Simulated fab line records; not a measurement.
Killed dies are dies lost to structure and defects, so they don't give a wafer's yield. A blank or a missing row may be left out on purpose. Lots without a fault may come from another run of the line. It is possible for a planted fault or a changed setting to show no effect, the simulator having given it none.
Comparing a struck lot with a sound one | flow nand-harc | 14 steps out of a route of 1302
Sound: these wafers, L101.1, L101.3, L101.4. Wafers struck: L104.2, L104.3, L104.5. At the end, the cause is stated.
Each step with rows lists, per side, the tool, then ch with its chambers, then its first start. Under that, the readings that differ: sound wafers | struck wafers | difference of the means | sigmas: that difference in standard deviations of wafers without a fault.
alike: readings with means less than 2 such deviations apart, plus words and numbers identical on both sides. not compared: withheld readings, readings lacking a value on some wafer, bounds such as >300 that could conceal the same value, and numbers that have no deviation in the record and whose values overlap.
The two part at a step that has a row with sigmas, a row that says differs or no value, or rows on one side only. Numbers that don't overlap but have no deviation are shown without sigmas and don't part them. A reading that every wafer of one side lacks parts them only if that side has two wafers or more.

first, 4 steps without rows for these wafers: NHARC_A_DECK1_JOINT_CURE_26 (time 32 s); NHARC_A_DECK1_JOINT_ANNEAL_27 (time 3600 s); NHARC_A_DECK1_JOINT_ANNEAL_28 (time 1800 s); NHARC_A_DECK1_JOINT_ANNEAL_29 (time 1800 s).
NHARC_A_DECK1_JOINT_CMP_02: polishes SiOx.
  sound on cmp-02 ch 1,2,3, day 13 02:58; struck on cmp-02 ch 0,2,3, day 14 02:54
  alike: edge-zone-pressure-frac, motor-current-A, retaining-ring-pressure-frac
after that, 1 step had no rows for these wafers: NHARC_A_DECK1_JOINT_SRD_15.
NHARC_A_DECK1_JOINT_DEP_16: deposits SiO2, target thk 45 nm.
  sound on pecvd-03 ch 0,1, day 13 03:20; struck on pecvd-03 ch 0,2, day 14 03:16
  alike: heater-power-w, throttle-valve-pct
NHARC_A_DECK1_JOINT_THK_MEAS_17: measures by ellipsometry.
  struck on film-metro-02, day 14 03:32; sound on film-metro-02, day 13 03:37
  alike: thk-nm
NHARC_A_DECK1_JOINT_INSPECT_05:
  struck on defect-inspect-02, day 14 03:35; sound on defect-inspect-02, day 13 03:39
  reading          | sound       | struck      | difference | sigmas
  raw-defect-count | 282 178 231 | 372 700 609 | +330       | +2
then NHARC_A_ONON_D2_DEP_00 (target thk 1000 nm), 1 step lacking rows for these wafers.
NHARC_A_ONON_D2_THK_MEAS_02: measures by ellipsometry.
  struck on film-metro-01, day 14 04:10; sound on film-metro-01, day 13 04:13
  alike: thk-nm
NHARC_A_ONON_D2_DEP_03: target thk 1000 nm.
  sound on pecvd-onon-01 ch 0, day 13 04:17; struck on pecvd-onon-01 ch 0, day 14 04:16
  reading              | sound          | struck         | difference | sigmas
  n2o-flow-sccm (sccm) | 2011 2009 2015 | 2004 1994 1999 | -13        | -2
NHARC_A_ONON_D2_THK_MEAS_05: measures by ellipsometry.
  struck on film-metro-02, day 14 04:54; sound on film-metro-02, day 13 04:49
  reading     | sound       | struck         | difference | sigmas
  thk-nm (nm) | 998 999 997 | 1574 1573 1573 | +575       | +58
  not compared: hold
NHARC_END_SORT_01:
  the record has rows for the sound wafers here (prober-02 ch 0, day 24 14:00) and none for the struck ones

== WHERE THEY PART ==
Last at NHARC_END_SORT_01 as far as this record goes, first at NHARC_A_DECK1_JOINT_INSPECT_05.

WHY: what the simulator had put in
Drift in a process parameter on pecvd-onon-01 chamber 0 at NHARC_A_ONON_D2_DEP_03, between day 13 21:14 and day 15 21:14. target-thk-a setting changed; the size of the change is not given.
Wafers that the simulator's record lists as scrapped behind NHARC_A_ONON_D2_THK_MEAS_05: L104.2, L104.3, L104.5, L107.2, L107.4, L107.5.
